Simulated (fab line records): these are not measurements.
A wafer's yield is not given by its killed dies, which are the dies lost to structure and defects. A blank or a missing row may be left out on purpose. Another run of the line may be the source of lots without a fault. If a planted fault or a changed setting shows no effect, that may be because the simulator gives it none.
fab line records :: flow nandHarc :: part 2 of 2: steps 41 to 41 of 41
record
  lots=6
  wafers=18
  lastDay=32
route steps=1302 shown A_M1@1181 A_BONDPAD@1202 END@1302
lots that met no fault: from a run of the same line without faults
startH: start of the lot's first displayed wafer, in hours after the record's first day :: waitH: hours elapsed since this lot's preceding step :: " as in the row above :: L1.1+2: a row that stands for several wafers :: - no value, or no start was given :: * or withheld: withheld :: < > ~ a bound
route shown NAME@n: NAME is a module with steps in the file, n the number in the route of the first one :: usual: average and standard deviation across the fault-free wafers :: same: alike in all rows :: chamber/n: place in a boat :: sites: the reading at each site :: _std_site: the standard deviation of these :: _edge_site: the outer-site mean with the inner-site mean subtracted :: radiusMm: how far each site lies from the wafer's centre :: mask NAME#n: copy n :: behind: tool/chamber where the wafer was last shaped :: hold: reason for holding the lot/hours on hold/outcome of the hold :: device: which transistor (n, p or np) failed to switch :: end of line: tests of these same wafers at the route's end :: for a step that has no rows: nothing shown but its recipe :: killed: the dies lost at the first sort to structure and to defects; this is not the yield of the wafer :: map: a wafer's dies, marking killed ones x, the rest . and places with no die _
set.NAME: the setting that was run; set.NAME@STEP: the one run at that earlier step :: model.NAME: the simulator's own value behind a step, which no gauge read
lots at selected steps of the route; one table per step, one row per wafer
services: when a tool's chamber went out of use (startH, in hours from the record's first day, below 0 if earlier), for how many hours, and the reason
## steps
# step NHARC_END_SORT_01
# recipe
  tempC=25
# usual
  defectLimitedYield=90.6/2.6
  killedAtArray=58/18
  killedAtOther=1.0/1.5
  killedAtPeriphery=4/3.1
  killedDies=64/18
  killedOpen=3.4/1.9
  killedShort=2.7/1.7
# same
  grossDies=677
lot.wafer: L167.2
tool: prober-02
chamber: 0
startH: 586.08
waitH: 2.8
defectLimitedYield[%]: 92.2
killedAtArray: 51
killedAtOther: 0
killedAtPeriphery: 2
killedDies: 53
killedOpen: 4
killedShort: 5

lot.wafer: L167.3
tool: prober-02
chamber: 0
startH: 586.89
waitH: 3.1
defectLimitedYield[%]: 91.1
killedAtArray: 52
killedAtOther: 0
killedAtPeriphery: 8
killedDies: 60
killedOpen: 6
killedShort: 4

lot.wafer: L167.6
tool: prober-02
chamber: 0
startH: 589.32
waitH: 4.1
defectLimitedYield[%]: 91.6
killedAtArray: 50
killedAtOther: 2
killedAtPeriphery: 5
killedDies: 57
killedOpen: 3
killedShort: 2

lot.wafer: L172.2
tool: prober-01
chamber: 0
startH: 629.67
waitH: 2.8
defectLimitedYield[%]: 36.0
killedAtArray: 432
killedAtOther: 0
killedAtPeriphery: 1
killedDies: 433
killedOpen: 2
killedShort: 0

lot.wafer: L172.3
tool: prober-01
chamber: 0
startH: 630.48
waitH: 3.1
defectLimitedYield[%]: 88.2
killedAtArray: 79
killedAtOther: 0
killedAtPeriphery: 1
killedDies: 80
killedOpen: 3
killedShort: 2

lot.wafer: L172.5
tool: prober-01
chamber: 0
startH: 632.08
waitH: 3.7
defectLimitedYield[%]: 86.3
killedAtArray: 91
killedAtOther: 0
killedAtPeriphery: 2
killedDies: 93
killedOpen: 3
killedShort: 2

lot.wafer: L173.1
tool: prober-02
chamber: 0
startH: 637.03
waitH: 2.5
defectLimitedYield[%]: 91.6
killedAtArray: 55
killedAtOther: 1
killedAtPeriphery: 1
killedDies: 57
killedOpen: 1
killedShort: 4

lot.wafer: L173.3
tool: prober-02
chamber: 0
startH: 638.62
waitH: 3.1
defectLimitedYield[%]: 39.9
killedAtArray: 407
killedAtOther: 0
killedAtPeriphery: 0
killedDies: 407
killedOpen: 6
killedShort: 1

lot.wafer: L173.5
tool: prober-02
chamber: 0
startH: 640.21
waitH: 3.7
defectLimitedYield[%]: 39.1
killedAtArray: 411
killedAtOther: 0
killedAtPeriphery: 1
killedDies: 412
killedOpen: 6
killedShort: 2

lot.wafer: L183.1
tool: prober-02
chamber: 0
startH: 728.92
waitH: 2.5
defectLimitedYield[%]: 89.1
killedAtArray: 71
killedAtOther: 1
killedAtPeriphery: 2
killedDies: 74
killedOpen: 0
killedShort: 1

lot.wafer: L183.4
tool: prober-02
chamber: 0
startH: 731.31
waitH: 3.4
defectLimitedYield[%]: 89.1
killedAtArray: 70
killedAtOther: 0
killedAtPeriphery: 4
killedDies: 74
killedOpen: 4
killedShort: 2

lot.wafer: L183.5
tool: prober-02
chamber: 0
startH: 732.11
waitH: 3.7
defectLimitedYield[%]: 89.8
killedAtArray: 65
killedAtOther: 0
killedAtPeriphery: 4
killedDies: 69
killedOpen: 4
killedShort: 4

lot.wafer: L184.1
tool: prober-01
chamber: 0
startH: 766.70
waitH: 2.5
defectLimitedYield[%]: 94.7
killedAtArray: 29
killedAtOther: 2
killedAtPeriphery: 5
killedDies: 36
killedOpen: 4
killedShort: 3

lot.wafer: L184.2
tool: prober-01
chamber: 0
startH: 767.51
waitH: 2.8
defectLimitedYield[%]: 95.3
killedAtArray: 28
killedAtOther: 1
killedAtPeriphery: 3
killedDies: 32
killedOpen: 4
killedShort: 4

lot.wafer: L184.3
tool: prober-01
chamber: 0
startH: 768.32
waitH: 3.1
defectLimitedYield[%]: 96.2
killedAtArray: 19
killedAtOther: 2
killedAtPeriphery: 5
killedDies: 26
killedOpen: 3
killedShort: 2

lot.wafer: L187.1
tool: prober-01
chamber: 0
startH: 776.79
waitH: 2.5
defectLimitedYield[%]: 93.9
killedAtArray: 30
killedAtOther: 0
killedAtPeriphery: 11
killedDies: 41
killedOpen: 5
killedShort: 1

lot.wafer: L187.4
tool: prober-01
chamber: 0
startH: 779.14
waitH: 3.4
defectLimitedYield[%]: 93.5
killedAtArray: 40
killedAtOther: 0
killedAtPeriphery: 4
killedDies: 44
killedOpen: 1
killedShort: 5

lot.wafer: L187.5
tool: prober-01
chamber: 0
startH: 779.92
waitH: 3.6
defectLimitedYield[%]: 93.4
killedAtArray: 38
killedAtOther: 0
killedAtPeriphery: 7
killedDies: 45
killedOpen: 3
killedShort: 5
# killed by level:class
L167.2 A_CHANNEL_HOLE_D2:chamberFilmFlake=34 A_CHANNEL_HOLE_D1:chamberFilmFlake=3 A_WL_FILL:geometricParticle:open=2 A_WL_FILL:geometricParticle:short=2 A_SLIT:chamberFilmFlake=2 A_BONDPAD:chamberFilmFlake=2 P_M0:geometricParticle:open=1 A_SOURCE_PLATE:geometricParticle:short=1
L167.3 A_CHANNEL_HOLE_D2:chamberFilmFlake=37 P_CONTACT:geometricParticle:open=3 A_CHANNEL_FILL_D1:chamberFilmFlake=3 P_GATE:chamberFilmFlake=2 A_ZERO_WELL:chamberFilmFlake=2 A_CONTACT:chamberFilmFlake=2 P_CONTACT:geometricParticle:short=1 A_DECK1_JOINT:geometricParticle:open=1
L167.6 A_CHANNEL_HOLE_D2:chamberFilmFlake=37 A_STAIRCASE:chamberFilmFlake=3 A_CHANNEL_HOLE_D1:chamberFilmFlake=2 A_CONTACT:chamberFilmFlake=2 A_BONDPAD:chamberFilmFlake=2 P_CONTACT:geometricParticle:open=1 P_M0:geometricParticle:short=1 P_M0:geometricParticle:open=1
L172.2 A_M1:unspecified=368 A_CHANNEL_HOLE_D2:chamberFilmFlake=23 A_CHANNEL_HOLE_D1:chamberFilmFlake=16 A_SLIT:chamberFilmFlake=16 A_CONTACT:chamberFilmFlake=5 A_CHANNEL_HOLE_D2:geometricParticle:open=1 A_CONTACT:geometricParticle:open=1 P_GATE:chamberFilmFlake=1
L172.3 A_SLIT:chamberFilmFlake=23 A_CHANNEL_HOLE_D1:chamberFilmFlake=20 A_CHANNEL_HOLE_D2:chamberFilmFlake=20 A_CONTACT:chamberFilmFlake=6 A_CHANNEL_FILL_D1:chamberFilmFlake=2 A_DECK1_JOINT:geometricParticle:short=1 A_DECK1_JOINT:geometricParticle:open=1 A_CHANNEL_HOLE_D2:geometricParticle:open=1
L172.5 A_CHANNEL_HOLE_D1:chamberFilmFlake=32 A_CHANNEL_HOLE_D2:chamberFilmFlake=25 A_SLIT:chamberFilmFlake=18 A_CONTACT:chamberFilmFlake=9 A_CHANNEL_FILL_D1:geometricParticle:open=2 A_CHANNEL_FILL_D1:chamberFilmFlake=2 P_CONTACT:geometricParticle:short=1 A_CHANNEL_HOLE_D2:geometricParticle:open=1
L173.1 A_CHANNEL_HOLE_D1:chamberFilmFlake=34 A_CHANNEL_HOLE_D2:chamberFilmFlake=11 A_ONON_D2:geometricParticle:short=2 A_STAIRCASE:chamberFilmFlake=2 P_CONTACT:geometricParticle:short=1 A_CHANNEL_FILL_D1:geometricParticle:open=1 A_WL_FILL:geometricParticle:short=1 A_CHANNEL_FILL_D1:chamberFilmFlake=1
L173.3 A_M1:unspecified=363 A_CHANNEL_HOLE_D1:chamberFilmFlake=28 A_CHANNEL_HOLE_D2:chamberFilmFlake=6 A_ONON_D2:geometricParticle:open=2 A_SOURCE_PLATE:geometricParticle:open=1 A_CHANNEL_HOLE_D1:geometricParticle:open=1 A_CHANNEL_FILL_D1:geometricParticle:open=1 A_CHANNEL_FILL_D2:geometricParticle:open=1
L173.5 A_M1:unspecified=371 A_CHANNEL_HOLE_D1:chamberFilmFlake=18 A_CHANNEL_HOLE_D2:chamberFilmFlake=8 A_CONTACT:geometricParticle:open=2 A_M0:geometricParticle:open=2 A_CONTACT:chamberFilmFlake=2 A_ONON_D1:geometricParticle:open=1 A_CHANNEL_HOLE_D1:geometricParticle:open=1
L183.1 A_SLIT:chamberFilmFlake=29 A_CHANNEL_HOLE_D2:chamberFilmFlake=20 A_CONTACT:chamberFilmFlake=8 A_STAIRCASE:chamberFilmFlake=6 A_CHANNEL_HOLE_D1:chamberFilmFlake=4 A_CHANNEL_FILL_D1:chamberFilmFlake=3 A_CHANNEL_FILL_D1:geometricParticle:short=1 P_M0:chamberFilmFlake=1
L183.4 A_SLIT:chamberFilmFlake=31 A_CHANNEL_HOLE_D2:chamberFilmFlake=11 A_CONTACT:chamberFilmFlake=10 A_CHANNEL_HOLE_D1:chamberFilmFlake=6 A_M0:geometricParticle:open=3 A_CHANNEL_FILL_D1:chamberFilmFlake=3 A_STAIRCASE:chamberFilmFlake=3 A_WL_FILL:geometricParticle:short=2
L183.5 A_SLIT:chamberFilmFlake=18 A_CHANNEL_HOLE_D2:chamberFilmFlake=16 A_CONTACT:chamberFilmFlake=8 A_CHANNEL_HOLE_D1:chamberFilmFlake=7 A_STAIRCASE:chamberFilmFlake=7 P_ZERO_WELL:chamberFilmFlake=2 P_M0:geometricParticle:short=1 A_ONON_D1:geometricParticle:short=1
L184.1 A_CHANNEL_HOLE_D1:chamberFilmFlake=11 A_SLIT:chamberFilmFlake=6 P_STI:chamberFilmFlake=2 P_BONDPAD:chamberFilmFlake=2 A_CHANNEL_FILL_D1:chamberFilmFlake=2 THIN_TSV:chamberFilmFlake=2 A_CHANNEL_FILL_D1:geometricParticle:open=1 A_CHANNEL_FILL_D1:geometricParticle:short=1
L184.2 A_CHANNEL_HOLE_D1:chamberFilmFlake=9 A_SLIT:chamberFilmFlake=7 A_CHANNEL_FILL_D2:geometricParticle:short=2 A_STAIRCASE:chamberFilmFlake=2 P_CONTACT:geometricParticle:open=1 A_ONON_D1:geometricParticle:short=1 A_CHANNEL_FILL_D1:geometricParticle:short=1 A_WL_FILL:geometricParticle:open=1
L184.3 A_CHANNEL_HOLE_D1:chamberFilmFlake=9 P_GATE:chamberFilmFlake=3 A_STAIRCASE:chamberFilmFlake=3 A_CHANNEL_FILL_D1:geometricParticle:open=2 THIN_TSV:chamberFilmFlake=2 A_SGD_CUT:geometricParticle:short=1 A_WL_FILL:geometricParticle:short=1 A_M1:geometricParticle:open=1
L187.1 A_CHANNEL_HOLE_D1:chamberFilmFlake=10 P_GATE:chamberFilmFlake=8 A_CONTACT:chamberFilmFlake=8 A_SLIT:chamberFilmFlake=5 A_CHANNEL_FILL_D1:geometricParticle:open=2 A_STAIRCASE:chamberFilmFlake=2 P_CONTACT:geometricParticle:open=1 P_M0:geometricParticle:open=1
L187.4 A_CHANNEL_HOLE_D1:chamberFilmFlake=13 A_SLIT:chamberFilmFlake=7 A_CONTACT:chamberFilmFlake=7 P_GATE:chamberFilmFlake=2 A_CHANNEL_HOLE_D2:chamberFilmFlake=2 A_STAIRCASE:chamberFilmFlake=2 A_BONDPAD:chamberFilmFlake=2 A_ONON_D2:geometricParticle:open=1
L187.5 A_CHANNEL_HOLE_D1:chamberFilmFlake=11 A_CONTACT:chamberFilmFlake=10 A_SLIT:chamberFilmFlake=9 P_GATE:chamberFilmFlake=4 P_GATE:geometricParticle:short=2 A_STAIRCASE:chamberFilmFlake=2 P_CONTACT:geometricParticle:open=1 A_SOURCE_PLATE:geometricParticle:short=1
# map L172.2 (x killed, . not)
____________x____________
_________..xxxx._________
_______.x.x...xx.x_______
______.....x..xxx.x______
_____..x.xx.xxxx...._____
____...x....x.x.xxxx.____
____xxxx..xxxx.xxxxxx____
___.xx.xx.x....xx.xxxx___
___xxx..xx..x.xx.x.x..___
__xxxxxxx.xx.x...xxx.x.__
__.x.xxxxxx.xx...xxx.xx__
_..x..xx...xx..xx...xxxx_
_.x.x.xxxx.xxx...xxx...._
_.xxxxxxxxxxxxxx.xxx.x.x_
_xxxx.xxx.xx.xxxx.xxxxxx_
_xxxx..xx.xx.xx.x.xx.xxx_
xxx...xxxxxxx.xxxx.x..xx.
.xx..xx...xxxxxxxxxx..xxx
x..xxxxx.x..xxxx.x...xx..
xxxxx.xxxx..xxx...x....x.
x.x.x.x.xxxxxxxxx.xx.x.xx
_xx...x..xxxxxxxxx.xx.x._
_x.x..x.x.xxxxxxx.xxxx.._
_x.xx.xxxxxxxxxxxx.xxxxx_
_xxx.xxx.xxxxxxxxxx.x.xx_
_...x.xxxxxx.xxx.xxx..xx_
__.x.xxx.xxxxxxx..x...x__
__xxxxxxxxxxxxxx.x.x.x.__
___...xxxxx...xxxx.x..___
___x.x..x..xxxx..x.xx.___
____.xxxxxxx..x..x.xx____
____x.xx..xxxxx.xx..x____
_____xxxx.xxxxxxxx.._____
______...xxx..xxx..______
_______..x....xxx._______
_________xxxx.xx_________
____________.____________
# map L173.5 (x killed, . not)
____________.____________
_________...xxxx_________
_______xxx..xx.xx._______
______...x.xxxxxxx.______
_____x.x.x..xx..xxx._____
____.x.x..xx...xxx..x____
____.x...x.x.xxxxxx.x____
___x..xx.x..xxxxx..xx.___
___x.xx..xxx.xxxxxxx..___
__xxxx.xx.xxx...xxx.xxx__
__.xx..xxx.x..xxxxxxx.x__
_.x.xxxx..xxx.xxx.xxxx.._
_.xxxx.xxx..x...xxxx...._
_xxxx.xxxx.xx.xxxxxx.x.x_
_x.x..xxxxxxx.xx.xxxxx.._
_xxxxx.x.x.x.xx.x..x..x._
x...xxx.x.x..xxxxx..xx...
xxxx....x...xxxx.xxxxxxx.
.....xx.xxx.x.xxxxxx.x...
xx....x....xxxx.x.xxxxxxx
x..x....x.xxxxx..xxx.x..x
_...x.x...xxxxxxxx.x..xx_
_xx.xx...xx...xxxxxxxx.x_
_xxx...xxxx.x.xxxx...x.x_
_x.xx.xx..x....xxxxx.xxx_
_xxx.xxx.xxx...x..xxxx.x_
__...xx.xxx.x..xxx...xx__
__xxxxxxxxx.xxxx.xxx.x.__
___xxxxx.xxx.xx..x.xxx___
___..xx.xx.x....x.x..x___
____x........x.x..xxx____
____xx.x.x.x.xxxxx.xx____
_____.xx..xxxxxxx..x_____
______xx.xxx.xxx.xx______
_______xx.xxxxxxx._______
_________.xx...._________
____________.____________
## services
tool: rieDiel-08
chamber: -
startH: 538.02
hours: 0.3
kind: repair

tool: pecvd-03
chamber: 1
startH: 542.80
hours: 23.6
kind: repair

tool: rieDiel-08
chamber: -
startH: 544.85
hours: 9.0
kind: pm

tool: pecvd-01
chamber: -
startH: 545.39
hours: 3.4
kind: repair

tool: pecvd-03
chamber: -
startH: 547.75
hours: 13.0
kind: pm

tool: rieDiel-05
chamber: 0
startH: 547.85
hours: 1.2
kind: repair

tool: ecdCu-02
chamber: -
startH: 552.78
hours: 0.9
kind: repair

tool: rieDiel-08
chamber: 3
startH: 581.01
hours: 3.1
kind: repair

tool: rieDiel-10
chamber: 1
startH: 591.78
hours: 5.3
kind: repair

tool: ecdCu-02
chamber: -
startH: 596.34
hours: 8.0
kind: pm

tool: rieDiel-10
chamber: -
startH: 596.50
hours: 9.0
kind: pm

tool: rieDiel-06
chamber: 3
startH: 612.05
hours: 4.5
kind: repair

tool: pvdSputter-02
chamber: -
startH: 638.00
hours: 10.0
kind: pm

tool: rieDiel-06
chamber: 3
startH: 643.14
hours: 6.4
kind: repair

tool: rieDiel-06
chamber: -
startH: 661.20
hours: 9.0
kind: pm

tool: ecdCu-01
chamber: -
startH: 674.41
hours: 1.6
kind: repair

tool: pecvd-03
chamber: 2
startH: 674.89
hours: 8.4
kind: repair

tool: ecdCu-01
chamber: -
startH: 688.00
hours: 8.0
kind: pm

tool: rieDiel-10
chamber: 0
startH: 689.71
hours: 7.3
kind: repair

tool: rieDiel-06
chamber: 3
startH: 720.90
hours: 20.0
kind: repair

tool: rieDiel-08
chamber: -
startH: 721.85
hours: 9.0
kind: pm

tool: pecvd-03
chamber: -
startH: 728.75
hours: 13.0
kind: pm

tool: pvdSputter-02
chamber: -
startH: 738.97
hours: 5.9
kind: repair

tool: rieDiel-06
chamber: 0
startH: 746.54
hours: 4.4
kind: repair
## key
firstSign
  step=NHARC_END_SORT_01
  reading=killedAtArray
  direction=up
  sigmas=20
  usual=58
  struck=417
effect
  step=NHARC_END_SORT_01
  reading=defectLimitedYield
  direction=down
  sigmas=20
  usual=90.6
  struck=38.4
moreKillsBornAt
  NHARC_A_M1_ECD_22@ecdCu-01=1102
metAt NHARC_A_M1_ECD_22
struckWafers L172.2,L173.3,L173.5
fault
  kind=chamberParticleSource
  tool=ecdCu-01
  chamber=0
  onsetH=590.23
  steps=NHARC_A_M1_ECD_22
  ratePerVisitCm2=0.94279
  endH=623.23
